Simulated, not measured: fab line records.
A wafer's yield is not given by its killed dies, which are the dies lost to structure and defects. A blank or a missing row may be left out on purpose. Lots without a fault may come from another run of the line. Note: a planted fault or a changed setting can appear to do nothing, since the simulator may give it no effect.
Matching of chambers ; flow n5Finfet ; N5_FIN_CUT_CUT_ETCH_26 on rieDiel-02 has 4 sister chambers
The step etches SiNx in CH3F/O2, target depth 39 nm, time 55.7 s. 22 wafers are shown with their chamber, then 11 later ones without.

== WAFERS PAIRED WITH THEIR CHAMBERS ==
wafer;chamber;showerheadPlenumPTorr (Torr);drypumpMotorCurrentA (A);rfVppV (V)
L075.2;2;2.12;5.7;300
L075.5;1;1.90;6.0;291
L075.6;0;1.99;5.2;283
L076.1;3;1.97;6.2;300
L076.4;1;1.90;6.0;290
L076.6;2;2.12;5.6;301
L077.1;2;2.12;5.7;301
L077.4;3;1.97;6.2;299
L077.5;3;1.96;6.2;302
L078.1;2;2.12;5.7;299
L078.2;0;1.99;5.2;284
L078.3;1;1.90;6.0;291
L082.1;0;1.99;5.3;283
L082.4;1;1.90;6.0;289
L082.5;2;2.12;5.7;301
L083.1;3;1.96;6.2;300
L083.4;1;1.89;6.0;289
L083.5;3;1.96;6.2;299
L084.1;1;1.89;6.0;289
L084.2;0;1.99;5.3;283
L084.5;0;1.99;5.3;284
L087.1;2;2.12;5.7;300

SIGNATURES (means of the wafers above)
reading;chamber 0;chamber 1;chamber 2;chamber 3;scatter within a chamber
showerheadPlenumPTorr;1.9900;1.8967;2.1200;1.9640;0.00375
drypumpMotorCurrentA;5.260;6.000;5.683;6.200;0.0336
rfVppV;283.40;289.83;300.33;300.00;0.924
Rule: a wafer's distance from a chamber is the root of the sum, over the readings, of the square of ((its reading less the chamber's mean) divided by the reading's scatter). If the next closest chamber is less than 2 further off than the closest, the wafer can't be placed; otherwise it belongs to the closest. The scatter: the root of (the sum of the squares of (reading less its chamber's mean) over the shown wafers, divided by (wafers less chambers)).

== WAFERS MISSING THEIR CHAMBER ==
wafer;showerheadPlenumPTorr (Torr);drypumpMotorCurrentA (A);rfVppV (V)
L087.4;1.99;5.2;283
L087.6;2.12;5.7;301
L088.1;2.12;5.7;301
L088.4;1.96;6.2;300
L088.5;1.99;5.2;283
L091.1;1.98;5.2;283
L091.3;2.11;5.7;302
L091.6;1.89;6.0;291
L097.1;1.98;5.2;283
L097.2;1.89;6.0;291
L097.3;1.95;6.2;299

== WHICH CHAMBER EACH WENT THROUGH ==
wafer;from the rows above;in truth
L087.4;0;0
L087.6;2;2
L088.1;2;2
L088.4;3;3
L088.5;0;0
L091.1;0;0
L091.3;2;2
L091.6;1;1
L097.1;0;0
L097.2;1;1
L097.3;3;3
11 of 11 placed correctly. Can't be placed from these rows: 0. Number placed wrongly: 0.
